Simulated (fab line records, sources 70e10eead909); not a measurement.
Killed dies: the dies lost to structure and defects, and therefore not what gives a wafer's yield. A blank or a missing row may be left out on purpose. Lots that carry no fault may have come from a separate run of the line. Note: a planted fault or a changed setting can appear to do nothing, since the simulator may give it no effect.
The tool behind it: which one? ; flow nand-harc ; 24 lots with 72 wafers sampled at 3 steps, on a route of 1302 steps

## WHAT THE GAUGES SHOWED, per wafer
NHARC_A_BLC_CD_MEAS_10: target cd 100 nm. Usual: cd-nm at 100.0 nm, with a standard deviation of 0.62.
lot;measured;on;cd-nm (nm);flag
L074;day 22 10:47;cd-sem-01;100.2 101.0 99.6;
L076;day 23 03:50;cd-sem-02;100.6 100.1 99.1;
L077;day 23 06:21;cd-sem-01;100.6 99.3 100.1;
L078;day 24 00:28;cd-sem-01;100.2 99.9 99.7;
L079;day 24 10:19;cd-sem-01;98.7 99.8 98.9;
L081;day 25 15:03;cd-sem-03;100.0 101.0 99.2;
L075;day 25 19:27;cd-sem-03;101.3 99.6 100.0;
L080;day 25 21:25;cd-sem-03;101.1 99.2 99.2;
L082;day 26 06:14;cd-sem-01;100.4 99.8 100.7;
L083;day 26 09:52;cd-sem-03;100.7 100.6 99.8;
L084;day 26 10:29;cd-sem-01;99.4 99.7 98.6;
L085;day 27 07:51;cd-sem-01;99.9 99.9 100.7;
L086;day 27 17:34;cd-sem-01;98.9 99.7 100.2;
L087;day 28 08:46;cd-sem-01;99.1 99.3 99.4;
L090;day 28 13:48;cd-sem-03;99.5 99.3 99.3;
L089;day 28 14:48;cd-sem-03;100.2 100.0 99.8;
L088;day 29 01:30;cd-sem-01;100.6 101.5 100.5;
L092;day 29 03:23;cd-sem-03;99.8 100.1 100.9;
L091;day 29 06:49;cd-sem-02;99.8 99.5 99.3;
L093;day 30 03:58;cd-sem-01;100.2 99.4 100.5;
L095;day 31 12:31;cd-sem-03;100.0 99.7 100.1;
L096;day 31 14:57;cd-sem-03;99.5 99.6 99.5;
L094;day 31 18:31;cd-sem-01;100.4 100.7 101.0;
L097;day 31 22:28;cd-sem-03;100.1 99.9 100.6;

NHARC_A_M0_THK_MEAS_24: measures by xrf. Usual: thk-nm at 114.3 nm, with a standard deviation of 1.7.
lot;measured;on;thk-nm (nm);flag
L074;day 22 17:23;film-metro-01;113.8 113.0 113.8;
L076;day 23 10:22;film-metro-01;117.2 114.3 114.6;
L077;day 23 13:09;film-metro-01;116.1 118.5 117.8;
L078;day 24 06:58;film-metro-02;113.7 115.0 113.0;
L079;day 24 17:41;film-metro-01;113.0 113.6 114.6;
L081;day 25 22:02;film-metro-02;117.2 117.3 116.7;
L075;day 26 02:20;film-metro-02;115.9 114.9 117.0;
L080;day 26 04:29;film-metro-01;114.0 114.1 116.7;
L082;day 26 13:22;film-metro-01;116.1 114.4 113.9;
L083;day 26 17:00;film-metro-01;115.5 114.3 116.2;
L084;day 26 17:25;film-metro-01;115.3 114.9 114.0;
L085;day 27 14:17;film-metro-01;112.8 112.5 114.1;
L086;day 28 00:32;film-metro-02;113.5 114.0 113.5;
L087;day 28 15:20;film-metro-02;114.1 114.2 116.3;
L090;day 28 20:34;film-metro-01;110.4 112.0 109.9;
L089;day 28 21:26;film-metro-02;112.4 114.2 112.4;
L088;day 29 08:05;film-metro-01;113.6 112.6 114.3;
L092;day 29 09:53;film-metro-02;114.0 112.2 114.4;
L091;day 29 13:21;film-metro-02;110.5 111.4 114.8;
L093;day 30 10:34;film-metro-02;112.8 112.4 113.1;
L095;day 31 18:55;film-metro-01;115.0 116.7 114.5;
L096;day 31 21:56;film-metro-02;113.1 115.9 114.1;
L094;day 32 01:35;film-metro-01;115.4 111.8 114.2;
L097;day 32 05:16;film-metro-02;111.5 112.0 114.4;

## WHICH TOOL RAN EACH LOT (tool, then ch and the chambers of the sampled wafers, then the start)
lot;NHARC_A_BLC_DESCUM_15
L074;rie-diel-01 ch 0,1,3, day 22 10:59
L076;rie-diel-01 ch 1,3, day 23 04:02
L077;rie-diel-09 ch 0,1,2, day 23 06:33
L078;rie-diel-01 ch 1,3, day 24 00:38
L079;rie-diel-05 ch 0,2, day 24 10:31
L081;rie-diel-09 ch 1,2,3, day 25 15:17
L075;rie-diel-05 ch 1,2,3, day 25 19:38
L080;rie-diel-09 ch 0,2, day 25 21:36
L082;rie-diel-05 ch 0,1,3, day 26 06:25
L083;rie-diel-05 ch 0,1,3, day 26 10:03
L084;rie-diel-01 ch 0,2,3, day 26 10:41
L085;rie-diel-05 ch 0,1,3, day 27 08:02
L086;rie-diel-01 ch 0,1,2, day 27 17:45
L087;rie-diel-01 ch 1,2, day 28 08:57
L090;rie-diel-05 ch 0,1,2, day 28 14:00
L089;rie-diel-01 ch 0,1,2, day 28 14:59
L088;rie-diel-01 ch 2,3, day 29 01:42
L092;rie-diel-05 ch 1,2,3, day 29 03:35
L091;rie-diel-01 ch 0,1,2, day 29 07:01
L093;rie-diel-05 ch 0,1,2, day 30 04:10
L095;rie-diel-05 ch 1,2, day 31 12:43
L096;rie-diel-05 ch 1,2,3, day 31 15:08
L094;rie-diel-05 ch 0,1,3, day 31 18:42
L097;rie-diel-05 ch 0,1,2, day 31 22:40
- NHARC_A_BLC_DESCUM_15: chemistry O2, time 3 s.

## WHAT THE TOOLS THEMSELVES READ (means of the sampled wafers that have a number; where no wafer has one, the mark that the record gives instead)
NHARC_A_BLC_DESCUM_15. Usual: drypump-motor-current-A 5.7 A, standard deviation 0.41; oes-product-au 0.999 a.u., standard deviation 0.0082; rf-vpp-V 57.9 V, standard deviation 0.89; showerhead-plenum-p-Torr 1.96 Torr, standard deviation 0.072; throttle-valve-pct 11.310 %, standard deviation 0.0098.
lot;tool;drypump-motor-current-A (A);oes-product-au (a.u.);rf-vpp-V (V);showerhead-plenum-p-Torr (Torr);throttle-valve-pct (%);flag
L074;rie-diel-01;5.5;1.002;57.7;1.97;11.314;
L076;rie-diel-01;5.5;1.003;57.7;2.02;11.303;
L077;rie-diel-09;5.9;1.004;58.0;1.94;11.309;
L078;rie-diel-01;5.5;1.001;58.5;2.02;11.313;
L079;rie-diel-05;5.6;0.993;57.2;1.90;11.316;
L081;rie-diel-09;6.1;1.001;57.9;1.94;11.320;
L075;rie-diel-05;6.0;0.992;58.2;1.94;11.315;
L080;rie-diel-09;5.8;0.998;58.4;1.94;11.302;
L082;rie-diel-05;5.6;0.999;57.9;1.97;11.311;
L083;rie-diel-05;5.7;1.000;58.8;1.97;11.302;
L084;rie-diel-01;5.6;0.994;57.6;1.95;11.306;
L085;rie-diel-05;5.7;0.994;57.4;1.97;11.304;
L086;rie-diel-01;5.4;1.001;56.9;1.99;11.305;
L087;rie-diel-01;5.5;1.004;57.9;2.02;11.313;
L090;rie-diel-05;5.8;0.991;58.2;1.92;11.308;
L089;rie-diel-01;5.4;0.994;57.7;1.99;11.307;
L088;rie-diel-01;5.8;0.998;57.6;1.95;11.305;
L092;rie-diel-05;6.0;0.993;58.0;1.94;11.309;
L091;rie-diel-01;5.3;1.007;57.7;1.99;11.299;
L093;rie-diel-05;5.8;0.995;58.2;1.92;11.312;
L095;rie-diel-05;6.1;1.005;57.3;1.89;11.307;
L096;rie-diel-05;6.0;1.000;58.0;1.94;11.310;
L094;rie-diel-05;5.6;0.990;57.6;1.97;11.315;
L097;rie-diel-05;5.7;0.992;57.5;1.92;11.318;

## THE ANSWER, worked out from the rows above alone
Rule: a lot is off if the mean of its wafers that have a number lies more than 3 standard deviations from the usual mean. A lot without any number at a reading at which 4 lots or more have one is off too. The other lots that the step has rows for count as sound. The gauges are gone through in route order, then the tools' own readings, and for those a lot's mean is taken as printed above. At the first step where some lot is off, the reading lying furthest off is the one used; lots without a number count as furthest.
Across all readings shown, no lot is off: no conclusion can be drawn from this.

## WHAT THE SIMULATOR PUT IN
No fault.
